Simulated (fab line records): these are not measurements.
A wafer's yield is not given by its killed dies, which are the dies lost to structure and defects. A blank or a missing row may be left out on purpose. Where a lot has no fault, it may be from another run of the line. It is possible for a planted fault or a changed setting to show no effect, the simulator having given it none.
Comparing a struck lot with a sound one / flow n5_finfet / 14 out of 1938 route steps
Sound: wafers L472.1, L472.4, L472.5. Struck: wafers L480.1, L480.2, L480.4. The cause is named last.
Each step with rows lists, per side, the tool, then ch with its chambers, then its first start. Under that, the readings that differ: sound wafers / struck wafers / difference of the means / sigmas: that difference in standard deviations of wafers without a fault.
alike: readings whose means differ by less than 2 such deviations, and words and numbers that are the same on both sides. not compared: withheld readings, readings that some wafer has no value for, bounds like >300 that may hide the same value, and numbers for which the record gives no deviation and whose values overlap.
Wherever a step has rows on one side only, a row that says differs or no value, or a row with sigmas, the two part there. Numbers that don't overlap but have no deviation are shown without sigmas and don't part them. Lack of a reading on every wafer of one side parts them only where that side has two or more wafers.

N5_BEOL_M6_ETCH_62: etches SOC in N2/H2, target depth 110 nm, overetch 22 nm, time 165 s.
  sound on rie_diel-03 ch 0,1,3, day 9 18:19; struck on rie_diel-03 ch 0,1,3, day 12 07:34
  alike: drypump_motor_current_A, oes_product_au, rf_vpp_V, showerhead_plenum_p_Torr, temp_c, throttle_valve_pct
  not compared: rf_hours_counter_h
then, 1 step without rows for these wafers: N5_BEOL_M6_STRIP_68 (strips in N2/H2).
N5_BEOL_M6_STRIP_67: strips in CF4.
  sound on rie_diel-03 ch 0,1,3, day 9 18:27; struck on rie_diel-03 ch 0,1,3, day 12 07:43
  alike: bias_power_w, drypump_motor_current_A, oes_product_au, rf_vpp_V, showerhead_plenum_p_Torr, throttle_valve_pct
  not compared: rf_hours_counter_h
N5_BEOL_M6_HM_OPEN_17: chemistry Cl2/BCl3, target TiN, target depth 20 nm, overetch 6 nm.
  sound on rie_metal-03 ch 0,1, day 9 18:29; struck on rie_metal-02 ch 0,1, day 12 07:45
reading=oes_product_au (a.u.); sound=0.56 0.56 0.55; struck=0.74 0.81 0.81; difference=+0.23; sigmas=+2
  alike: drypump_motor_current_A, he_backside_leak_sccm, throttle_valve_pct
  not compared: rf_hours_counter_h
N5_BEOL_M6_STRIP_19: strips in O2.
  sound on rie_diel-02 ch 1,3, day 9 18:37; struck on rie_diel-02 ch 0,2,3, day 12 07:52
  alike: drypump_motor_current_A, oes_product_au, rf_vpp_V, showerhead_plenum_p_Torr, temp_c, throttle_valve_pct
  not compared: rf_hours_counter_h
N5_BEOL_M6_CD_MEAS_18: pitch 80 nm, target cd 40 nm.
  sound on cd_sem-01, day 9 18:41; struck on cd_sem-01, day 12 07:56
  alike: cd_nm
then, 6 steps without rows for these wafers: N5_BEOL_M6_COAT_63 (time 60 s, resist thk 60 nm); N5_BEOL_M6_COAT_64 (time 60 s, resist thk 12 nm); N5_BEOL_M6_COAT_71 (time 60 s, resist thk 5 nm); N5_BEOL_M6_COAT_22 (resist thk 30 nm); N5_BEOL_M6_EBR_24; N5_BEOL_M6_SOFTBAKE_23 (time 60 s).
N5_BEOL_M6_EXPOSE_25: exposes mask V5, target cd 40 nm.
  struck on euv_scanner-01, day 12 10:11; sound on euv_scanner-01 ch 0, day 9 19:59
  no value came back on the struck wafers for exposure_dose_mJ_cm2, focus_offset_nm (nm); on the sound wafers exposure_dose_mJ_cm2 reads 44.92 44.89 44.83
  alike: mask
then, 1 step without rows for these wafers: N5_BEOL_M6_PEB_26 (peb time 60 s).

WHERE THEY PART
Last at N5_BEOL_M6_EXPOSE_25 as far as this record goes, first at N5_BEOL_M6_HM_OPEN_17.

WHY: whatever the simulator had introduced
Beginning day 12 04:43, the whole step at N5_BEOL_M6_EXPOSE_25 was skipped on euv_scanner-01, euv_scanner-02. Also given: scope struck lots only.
